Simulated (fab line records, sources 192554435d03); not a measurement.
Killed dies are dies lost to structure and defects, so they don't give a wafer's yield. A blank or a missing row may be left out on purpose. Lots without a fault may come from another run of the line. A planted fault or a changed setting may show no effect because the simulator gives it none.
fab line records | flow n5_finfet
record lots=6 wafers=18 last_day=17
route steps=1938 shown MIM_BOT_LITHO@1856 MIM_BOT_ETCH@1866 PASSIVATION@1936
lots that met no fault: from a run of the same line without faults
start_h: hours from the record's first day to the start of the lot's first wafer shown | wait_h: hours since the lot's step before | " the same as in the row above | L1.1+2: a row that stands for several wafers | - no value, or no start given | * or withheld: withheld | < > ~ a bound
route shown NAME@n: a module of which the file shows steps, and the number in the route of the first | usual: mean/standard deviation of fault-free wafers | same: alike in all rows | chamber/n: place in a boat | sites: the reading at each site | _std_site: their standard deviation | _edge_site: outer sites' mean less inner sites' | radius_mm: how far each site lies from the wafer's centre | mask NAME#n: copy n | behind: the tool/chamber that last shaped the wafer | hold: why the lot was held/for how many hours/how that ended | device: the transistor (n, p or np) that didn't switch | end of line: the same wafers' tests at the end of the route | a step without rows: its recipe alone | killed: dies lost to structure and defects at the first sort, not the wafer's yield | map: a wafer's dies, x killed, . not, _ none there
set.NAME: the setting as run; set.NAME@STEP: as run at that earlier step | model.NAME: the simulator's own value behind a step, which no gauge read
lots at some steps of the route; a table a step, a row a wafer
services: from which hour (start_h, from the record's first day; less than 0 if before it) a tool's chamber was out of use, for how many hours, and why
## steps
# step N5_MIM_BOT_LITHO_EBR_04
# recipe solvent=PGMEA ebr_width_mm=1.5
# step N5_MIM_BOT_LITHO_SOFTBAKE_03
# recipe temp_c=100 time_s=90
# step N5_MIM_BOT_LITHO_EXPOSE_05
# recipe mask_id=MIM_BOT na=0.55 source_shape=conventional sigma_outer=0.8 polarization=unpolarized dose_mj=24.25
# step N5_MIM_BOT_LITHO_PEB_06
# recipe peb_temp_c=withheld peb_time_s=*
# step N5_MIM_BOT_LITHO_DEVELOP_07
# recipe develop_time_s=60 rinse_liquid=diw dry=air_spin dev_temp_c=21
# step N5_MIM_BOT_LITHO_HARDBAKE_09
# recipe temp_c=130 time_s=120
# step N5_MIM_BOT_LITHO_CD_MEAS_08
# recipe target_cd_nm=3000 landing_energy_ev=500 detector=se_inlens polarity=opening
# usual cd_nm=3000.4/1.5
# columns lot.wafer tool chamber start_h wait_h cd_nm
L426.1 cd_sem-03 0 289.87 - 2998.8
L426.2 " 0 " " 2999.6
L426.3 " 0 " " 2998.2
L432.1 cd_sem-02 0 320.13 - 3000.7
L432.4 " 0 " " 3000.9
L432.5 " 0 " " 3000.4
L438.1 cd_sem-02 0 359.78 - 3000.1
L438.2 " 0 " " 2999.0
L438.6 " 0 " " 2999.4
L437.1 cd_sem-03 0 361.09 - 3001.6
L437.4 " 0 " " 3000.1
L437.6 " 0 " " 3000.9
L440.2 cd_sem-02 0 379.19 - 3000.1
L440.4 " 0 " " 2997.5
L440.5 " 0 " " 2999.5
L443.4 cd_sem-01 0 398.36 - 2999.7
L443.5 " 0 " " 3000.9
L443.6 " 0 " " 3001.2
# step N5_MIM_BOT_LITHO_OVL_MEAS_11
# recipe points_per_wafer=44
# usual MIM_BOT_OVL=-2/5
# columns lot.wafer tool chamber start_h wait_h MIM_BOT_OVL[nm]
L426.1 overlay-02 0 289.90 0.0 2
L426.2 " 0 " " -8
L426.3 " 0 " " -1
L432.1 overlay-01 0 320.16 0.0 -7
L432.4 " 0 " " 4
L432.5 " 0 " " -7
L438.1 overlay-01 0 359.81 0.0 -3
L438.2 " 0 " " 9
L438.6 " 0 " " 5
L437.1 overlay-01 0 361.12 0.0 -6
L437.4 " 0 " " -7
L437.6 " 0 " " 2
L440.2 overlay-01 0 379.22 0.0 -5
L440.4 " 0 " " -12
L440.5 " 0 " " -2
L443.4 overlay-02 0 398.39 0.0 -5
L443.5 " 0 " " -6
L443.6 " 0 " " -5
# step N5_MIM_BOT_LITHO_INSPECT_12
# recipe mode=adi inspect_instrument=macro
# usual raw_defect_count=2.2/1.4
# columns lot.wafer tool chamber start_h wait_h raw_defect_count
L426.1 defect_inspect-02 - 289.92 0.0 0
L426.2 " - " " 2
L426.3 " - " " 1
L432.1 defect_inspect-01 - 320.19 0.0 3
L432.4 " - " " 0
L432.5 " - " " 1
L438.1 defect_inspect-02 - 359.84 0.0 3
L438.2 " - " " 4
L438.6 " - " " 2
L437.1 defect_inspect-02 - 361.15 0.0 3
L437.4 " - " " 3
L437.6 " - " " 2
L440.2 defect_inspect-01 - 379.24 0.0 1
L440.4 " - " " 5
L440.5 " - " " 2
L443.4 defect_inspect-01 - 398.41 0.0 3
L443.5 " - " " 3
L443.6 " - " " 4
# step N5_MIM_BOT_LITHO_DESCUM_10
# recipe chemistry=O2 time_s=7.9 source_power_w=50 bias_power_w=20 pressure_mtorr=20 rf_frequency_hz=2.712e+07 temp_c=40 o2_flow_sccm=225
# usual drypump_motor_current_A=5.4/0.39 oes_product_au=0.81/0.081 rf_vpp_V=243.4/1.2 showerhead_plenum_p_Torr=2.11/0.053 temp_c=40.00/0.11 throttle_valve_pct=20.44/0.19
# columns lot.wafer tool chamber start_h wait_h drypump_motor_current_A oes_product_au rf_hours_counter_h rf_vpp_V showerhead_plenum_p_Torr temp_c throttle_valve_pct
L426.1 rie_diel-02 3 290.00 0.1 5.1 0.70 215 244.9 2.15 40.17 20.37
L426.2 " 1 " " 4.7 0.78 134 242.7 2.10 39.86 20.70
L426.3 " 0 " " 5.6 0.97 5 244.6 2.15 39.87 20.55
L432.1 rie_diel-04 0 320.22 0.0 5.7 0.95 15 242.6 2.06 40.16 20.28
L432.4 " 3 " " 5.6 0.81 102 244.4 2.11 39.95 20.52
L432.5 " 2 " " 5.4 0.81 - 243.3 2.11 40.13 20.54
L438.1 rie_diel-02 3 360.41 0.6 5.1 0.68 243 244.0 2.14 39.92 20.43
L438.2 " 2 " " 5.5 0.68 241 244.8 2.06 39.88 20.48
L438.6 " 2 " " 5.5 0.68 - 242.3 2.07 40.10 20.48
L437.1 rie_diel-04 1 361.18 0.0 5.4 0.81 92 242.0 2.03 40.12 20.45
L437.4 " 0 " " 5.7 0.91 29 243.2 2.05 40.06 20.31
L437.6 " 1 " " 5.4 0.81 - 243.2 2.03 40.05 20.45
L440.2 rie_diel-02 1 379.28 0.0 4.6 0.75 168 243.8 2.08 40.13 20.75
L440.4 " 2 " " 5.5 0.67 - 242.7 2.06 39.91 20.51
L440.5 " 0 " " 5.7 0.88 - 242.3 2.13 39.98 20.58
L443.4 rie_diel-01 1 398.51 0.1 5.9 0.88 37 243.7 2.12 39.72 20.16
L443.5 " 3 " " 5.7 0.79 - 240.9 2.02 39.89 20.37
L443.6 " 0 " " 5.3 0.78 - 245.3 2.18 39.97 20.27
# step N5_MIM_BOT_ETCH_ETCH_04
# recipe chemistry=CF4/O2 target=SiNx target_depth_a=260 time_s=13 ion_energy_ev=100 pressure_mtorr=40 source_w=535 bias_w=49 Ar_flow_sccm=100 cf4_flow_sccm=100 O2_flow_sccm=10
# usual bias_w=49.02/0.15 drypump_motor_current_A=5.4/0.39 oes_product_au=0.81/0.081 rf_vpp_V=241/3.4 showerhead_plenum_p_Torr=2.22/0.054 throttle_valve_pct=15.99/0.18
# columns lot.wafer tool chamber start_h wait_h bias_w drypump_motor_current_A oes_product_au rf_hours_counter_h rf_vpp_V showerhead_plenum_p_Torr throttle_valve_pct
L426.1 rie_diel-02 3 290.07 0.0 48.96 5.1 0.70 215 242 2.27 16.05
L426.2 " 1 " " 48.83 4.7 0.78 134 242 2.21 16.26
L426.3 " 0 " " 49.12 5.7 0.97 5 240 2.25 15.97
L432.1 rie_diel-04 0 320.29 0.0 49.08 5.7 0.94 15 239 2.16 15.79
L432.4 " 3 " " 48.77 5.6 0.80 102 239 2.22 16.04
L432.5 " 2 " " 48.87 5.4 0.81 - 235 2.22 16.05
L438.1 rie_diel-02 3 360.47 0.0 48.80 5.1 0.68 243 240 2.26 16.09
L438.2 " 2 " " 49.14 5.5 0.68 241 244 2.17 16.04
L438.6 " 2 " " 49.21 5.5 0.69 - 246 2.17 16.03
L437.1 rie_diel-04 1 361.25 0.0 49.03 5.4 0.80 92 235 2.14 16.00
L437.4 " 0 " " 48.97 5.8 0.91 29 238 2.16 15.82
L437.6 " 1 " " 49.09 5.4 0.81 - 236 2.14 15.99
L440.2 rie_diel-02 1 379.34 0.0 48.96 4.7 0.75 168 241 2.20 16.30
L440.4 " 2 " " 48.97 5.5 0.67 - 246 2.17 16.06
L440.5 " 0 " " 49.05 5.6 0.88 - 241 2.24 16.07
L443.4 rie_diel-01 1 398.58 0.0 49.15 5.9 0.88 37 242 2.24 15.71
L443.5 " 3 " " 48.72 5.7 0.80 - 236 2.13 15.93
L443.6 " 0 " " 48.97 5.3 0.79 - 248 2.30 15.87
# step N5_MIM_BOT_ETCH_ETCH_03
# recipe chemistry=Cl2/BCl3 target_depth_a=120 pressure_mtorr=8 icp_w=800 bias_w=100 Cl2_flow_sccm=20 bcl3_flow_sccm=80
# usual bias_w=100.01/0.28 drypump_motor_current_A=5.8/0.45 oes_product_au=0.77/0.064 throttle_valve_pct=27.46/0.17
# columns lot.wafer tool chamber start_h wait_h bias_w drypump_motor_current_A oes_product_au rf_hours_counter_h throttle_valve_pct
L426.1 rie_metal-03 1 290.15 0.1 100.30 6.5 0.87 13 27.68
L426.2 " 0 " " 99.82 5.6 0.71 69 27.21
L426.3 " 1 " " 100.47 6.4 0.85 - 27.68
L432.1 rie_metal-02 1 320.38 0.1 100.09 6.1 0.69 65 27.51
L432.4 " 1 " " 100.11 6.1 0.70 - 27.52
L432.5 " 0 " " 100.20 5.6 0.74 - 27.31
L438.1 rie_metal-02 0 360.56 0.1 99.43 5.6 0.73 59 27.30
L438.2 " 1 " " 99.66 6.1 0.69 69 27.53
L438.6 " 1 " " 99.67 6.1 0.69 - 27.52
L437.1 rie_metal-02 1 361.34 0.1 99.65 6.2 0.69 69 27.52
L437.4 " 0 " " 99.90 5.6 0.74 - 27.30
L437.6 " 1 " " 100.06 6.1 0.69 - 27.52
L440.2 rie_metal-03 0 379.43 0.1 100.43 5.6 0.69 77 27.23
L440.4 " 0 " " 100.33 5.6 0.69 - 27.23
L440.5 " 1 " " 99.90 6.4 0.84 - 27.69
L443.4 rie_metal-03 0 398.70 0.1 99.72 5.6 0.68 - 27.24
L443.5 " 1 " " 99.84 6.5 0.83 - 27.69
L443.6 " 0 " " 100.01 5.6 0.68 - 27.25
# step N5_MIM_BOT_ETCH_ETCH_00
# recipe chemistry=Cl2/BCl3 target=TiN target_depth_a=455 ion_energy_ev=150 pressure_mtorr=10 icp_w=1000 bias_w=126 Cl2_flow_sccm=53.25 bcl3_flow_sccm=21.75 Ar_flow_sccm=25
# usual bias_w=126.0/0.31 drypump_motor_current_A=5.8/0.45 oes_product_au=0.77/0.063 throttle_valve_pct=21.89/0.1
# columns lot.wafer tool chamber start_h wait_h bias_w drypump_motor_current_A oes_product_au rf_hours_counter_h throttle_valve_pct model.etch.depth_nm model.coat_of_MIM_BOT_LITHO_COAT_02.thk_nm model.MIM_BOT_ETCH.cd_offset_nm
L426.1 rie_metal-03 1 290.24 0.1 126.2 6.4 0.86 13 22.03 45.9 * -0.2
L426.2 " 0 " " 126.1 5.6 0.71 69 21.78 44.46 * 0
L426.3 " 1 " " 126.8 6.5 0.85 - 22.01 45.56 * -0.2
L432.1 rie_metal-02 1 320.47 0.1 126.0 6.1 0.69 65 21.93 45.68 * -0.4
L432.4 " 1 " " 126.0 6.1 0.70 - 21.91 46.16 * 0
L432.5 " 0 " " 125.2 5.6 0.74 - 21.74 45.8 * 0.2
L438.1 rie_metal-02 0 360.65 0.1 126.0 5.6 0.73 59 21.74 45.86 * 0.2
L438.2 " 1 " " 126.1 6.1 0.83 69 21.67 60.19 * -0.4
L438.6 " 1 " " 125.9 6.1 0.82 - 21.68 59.9 * -0.6
L437.1 rie_metal-02 1 361.43 0.1 125.7 6.1 0.82 69 21.68 59.58 * -1
L437.4 " 0 " " 125.8 5.7 0.73 - 21.75 45.72 * -0.2
L437.6 " 1 " " 126.0 6.1 0.82 - 21.69 59.31 * -1.2
L440.2 rie_metal-03 0 379.52 0.1 126.3 5.6 0.70 77 21.77 44.77 * 0
L440.4 " 0 " " 126.2 5.6 0.69 - 21.77 44.62 * 0.2
L440.5 " 1 " " 126.2 6.5 0.83 - 22.04 46.05 * -0.2
L443.4 rie_metal-03 0 398.80 0.1 126.6 5.6 0.68 - 21.77 44.67 * 0.2
L443.5 " 1 " " 126.3 6.4 0.82 - 22.03 45.9 * 0
L443.6 " 0 " " 126.4 5.6 0.69 - 21.77 44.41 * 0.2
# step N5_MIM_BOT_ETCH_STRIP_01
# recipe chemistry=O2 power_w=600 temp_c=60 pressure_mtorr=30 rf_frequency_hz=6e+07 bias_power_w=0 overash_fraction=0.5 o2_flow_sccm=225
# usual drypump_motor_current_A=5.5/0.4 oes_product_au=0.80/0.078 rf_vpp_V=3.8/1.4 showerhead_plenum_p_Torr=2.11/0.054 temp_c=60.01/0.13 throttle_valve_pct=16.69/0.18
# columns lot.wafer tool chamber start_h wait_h drypump_motor_current_A oes_product_au rf_hours_counter_h rf_vpp_V showerhead_plenum_p_Torr temp_c throttle_valve_pct
L426.1 rie_diel-04 0 290.50 0.2 5.7 0.98 3 2.7 2.06 60.00 16.43
L426.2 " 3 " " 5.6 0.81 91 2.3 2.12 59.95 16.76
L426.3 " 1 " " 5.4 0.84 67 1.9 2.04 60.22 16.60
L432.1 rie_diel-02 1 320.61 0.1 4.7 0.77 146 1.1 2.10 59.89 17.01
L432.4 " 3 " " 5.1 0.69 228 4.9 2.15 59.95 16.69
L432.5 " 0 " " 5.7 0.92 - 2.9 2.15 59.87 16.76
L438.1 rie_diel-02 1 360.80 0.1 4.7 0.75 163 4.9 2.09 59.81 17.00
L438.2 " 0 " " 5.7 0.89 33 1.7 2.14 59.95 16.75
L438.6 " 0 " " 5.7 0.90 - 5.6 2.14 60.02 16.81
L437.1 rie_diel-01 2 361.57 0.1 6.1 0.82 111 4.6 2.21 60.29 16.58
L437.4 " 3 " " 5.7 0.81 100 2.9 2.03 59.78 16.58
L437.6 " 2 " " 6.1 0.80 - 4.5 2.21 60.02 16.58
L440.2 rie_diel-01 0 379.68 0.1 5.3 0.80 121 2.5 2.19 60.07 16.53
L440.4 " 1 " " 5.9 0.90 29 2.3 2.13 59.97 16.35
L440.5 " 1 " " 5.9 0.91 - 3.1 2.13 59.81 16.37
L443.4 rie_diel-01 1 398.91 0.1 5.9 0.90 37 2.6 2.13 59.79 16.36
L443.5 " 1 " " 5.9 0.89 - 2.0 2.13 59.91 16.36
L443.6 " 2 " " 6.1 0.78 - 6.6 2.20 59.85 16.62
# step N5_PASSIVATION_PROBE_49
# usual defect_limited_yield=91.2/1.4 killed_at_M0_to_M3=34/10 killed_at_M4_up=13/5.1 killed_at_contacts=12/6.5 killed_at_front_end=41/11 killed_at_other=4/3.3 killed_dies=104/16 killed_on_rim=14/3.9 killed_open=69/13 killed_short=33/7 sort_bin_5_function=5.1/0.91 sort_bin_6_memory=3.3/0.69 sort_n_pass=1076/16 sort_yield_pct=91.2/1.4
# same gross_dies=1180 killed_at_back_side=0 sort_bin_4_leakage[%]=0 sort_bin_8_speed[%]=0
# columns lot.wafer tool chamber start_h wait_h defect_limited_yield[%] killed_at_M0_to_M3 killed_at_M4_up killed_at_contacts killed_at_front_end killed_at_other killed_dies killed_on_rim killed_open killed_short sort_bin_5_function[%] sort_bin_6_memory[%] sort_n_pass sort_yield_pct[%]
L426.1 prober-02 - 298.40 0.0 91.9 19 16 6 54 1 96 14 66 28 5.7 2.1 1084 91.9
L426.2 prober-02 - 298.45 0.1 90.2 35 13 10 53 5 116 16 83 30 6.1 3.5 1064 90.2
L426.3 prober-02 - 298.50 0.1 91.9 31 15 8 34 7 95 11 57 34 4.4 3.1 1085 91.9
L437.1 prober-02 - 370.89 0.0 93.6 26 6 7 35 2 76 5 48 24 3.5 2.7 1104 93.6
L437.4 prober-02 - 371.04 0.2 91.9 26 9 11 49 1 96 13 58 37 4.7 3.0 1084 91.9
L437.6 prober-02 - 371.14 0.3 93.6 10 6 3 54 3 76 11 45 29 3.9 2.5 1104 93.6
L438.1 prober-02 - 371.32 0.0 92.1 26 6 5 48 8 93 8 62 31 4.7 3.0 1087 92.1
L438.2 prober-02 - 371.37 0.1 91.4 37 12 11 33 9 102 16 62 38 4.6 3.6 1078 91.4
L438.6 prober-02 - 371.57 0.3 93.7 31 10 6 21 6 74 11 52 22 4.2 1.9 1106 93.7
# killed by level:class
L426.1 STI_FIN_REVEAL:geometric_particle:open=19 FIN_SAQP:geometric_particle:open=12 BEOL_M4:geometric_particle:open=10 BEOL_M0_SAQP:geometric_particle:short=9 FIN_SAQP:geometric_particle:short=8 DUMMY_GATE:geometric_particle:open=6 MOL_CONTACT_COAG:geometric_particle:open=6 BEOL_M2:geometric_particle:open=6
L426.2 FIN_SAQP:geometric_particle:open=20 BEOL_M2:geometric_particle:open=11 FIN_SAQP:geometric_particle:short=10 BEOL_M0_SAQP:geometric_particle:open=10 BEOL_M0_SAQP:geometric_particle:short=8 STI_FIN_REVEAL:geometric_particle:open=7 MOL_CONTACT_COAG:geometric_particle:open=7 BEOL_M4:geometric_particle:open=6
L426.3 BEOL_M4:geometric_particle:open=10 BEOL_M2:geometric_particle:open=8 BEOL_M0_SAQP:geometric_particle:open=8 BEOL_M0_SAQP:geometric_particle:short=8 STI_FIN_REVEAL:geometric_particle:open=7 FIN_SAQP:geometric_particle:short=6 MOL_CONTACT_COAG:geometric_particle:open=6 FIN_SAQP:geometric_particle:open=5
L437.1 BEOL_M0_SAQP:geometric_particle:open=12 FIN_SAQP:geometric_particle:short=11 STI_FIN_REVEAL:geometric_particle:open=8 BEOL_M3:geometric_particle:open=5 MOL_CONTACT_COAG:geometric_particle:open=4 MOL_CONTACT_COAG:geometric_particle:short=3 BEOL_M0_SAQP:geometric_particle:short=3 STARTING-WAFER:geometric_particle:open=3
L437.4 FIN_SAQP:geometric_particle:short=16 FIN_SAQP:geometric_particle:open=11 BEOL_M3:geometric_particle:open=9 STI_FIN_REVEAL:geometric_particle:open=7 MOL_CONTACT_COAG:geometric_particle:open=7 BEOL_M0:geometric_particle:open=5 MOL_CONTACT_COAG:geometric_particle:short=4 BEOL_M0_SAQP:geometric_particle:open=4
L437.6 STI_FIN_REVEAL:geometric_particle:open=20 FIN_SAQP:geometric_particle:short=10 FIN_SAQP:geometric_particle:open=5 GATE_CUT:geometric_particle:short=4 STARTING-WAFER:geometric_particle:open=4 BEOL_M0_SAQP:geometric_particle:short=3 DUMMY_GATE:geometric_particle:open=2 SDB:geometric_particle:short=2
L438.1 STI_FIN_REVEAL:geometric_particle:open=16 FIN_SAQP:geometric_particle:open=8 GATE_CUT:geometric_particle:short=8 BEOL_M3:geometric_particle:open=8 BEOL_M2:geometric_particle:open=6 BEOL_M3:geometric_particle:short=5 STARTING-WAFER:geometric_particle:short=5 MOL_CONTACT_COAG:geometric_particle:open=4
L438.2 BEOL_M3:geometric_particle:open=9 BEOL_M0_SAQP:geometric_particle:short=9 STI_FIN_REVEAL:geometric_particle:open=7 MOL_CONTACT_COAG:geometric_particle:open=7 BEOL_M1:geometric_particle:open=6 STARTING-WAFER:geometric_particle:open=5 MOL_CONTACT_COAG:geometric_particle:short=4 BEOL_M3:geometric_particle:short=4
L438.6 STI_FIN_REVEAL:geometric_particle:open=10 BEOL_M3:geometric_particle:open=7 BEOL_M2:geometric_particle:open=7 MOL_CONTACT_COAG:geometric_particle:open=6 BEOL_M4:geometric_particle:open=5 BEOL_M0_SAQP:geometric_particle:open=4 BEOL_M0:geometric_particle:open=4 BEOL_M2:geometric_particle:short=4
## services
# columns tool chamber start_h hours kind
rie_diel-04 0 267.31 - clean
rie_diel-04 0 267.31 - consumable_replace:focus_ring
rie_diel-04 0 267.31 12.7 scheduled_down
rie_diel-04 0 267.31 12.7 vent_cycle
rie_diel-01 1 277.87 - clean
rie_diel-01 1 277.87 - consumable_replace:focus_ring
rie_diel-01 1 277.87 19.3 scheduled_down
rie_diel-01 1 277.87 19.3 vent_cycle
rie_diel-04 - 297.70 2.8 pm
rie_diel-01 - 310.45 2.8 pm
rie_diel-01 0 331.37 1.3 repair
rie_diel-01 - 334.23 0.9 repair
rie_diel-02 3 377.10 7.1 repair
rie_diel-02 3 390.12 - clean
rie_diel-02 3 390.12 - consumable_replace:focus_ring
rie_diel-02 3 390.12 21.2 scheduled_down
rie_diel-02 3 390.12 21.2 vent_cycle
rie_metal-02 1 398.54 3.1 repair
## key
first_sign step=N5_MIM_BOT_ETCH_ETCH_00 reading=throttle_valve_pct direction=down sigmas=2 usual=* struck=*
effect none on later readings
model_effect step=N5_MIM_BOT_ETCH_ETCH_00 value=etch.depth_nm without=45.92 struck=59.74
met_at N5_MIM_BOT_ETCH_ETCH_00
struck_wafers L437.1,L437.6,L438.2,L438.6
onset_between 320.47 360.65
fault kind=process_parameter_drift tool=rie_metal-02 chamber=1 onset_h=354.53 steps=N5_MIM_BOT_ETCH_ETCH_00 channel=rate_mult offset=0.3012 shape=step end_h=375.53
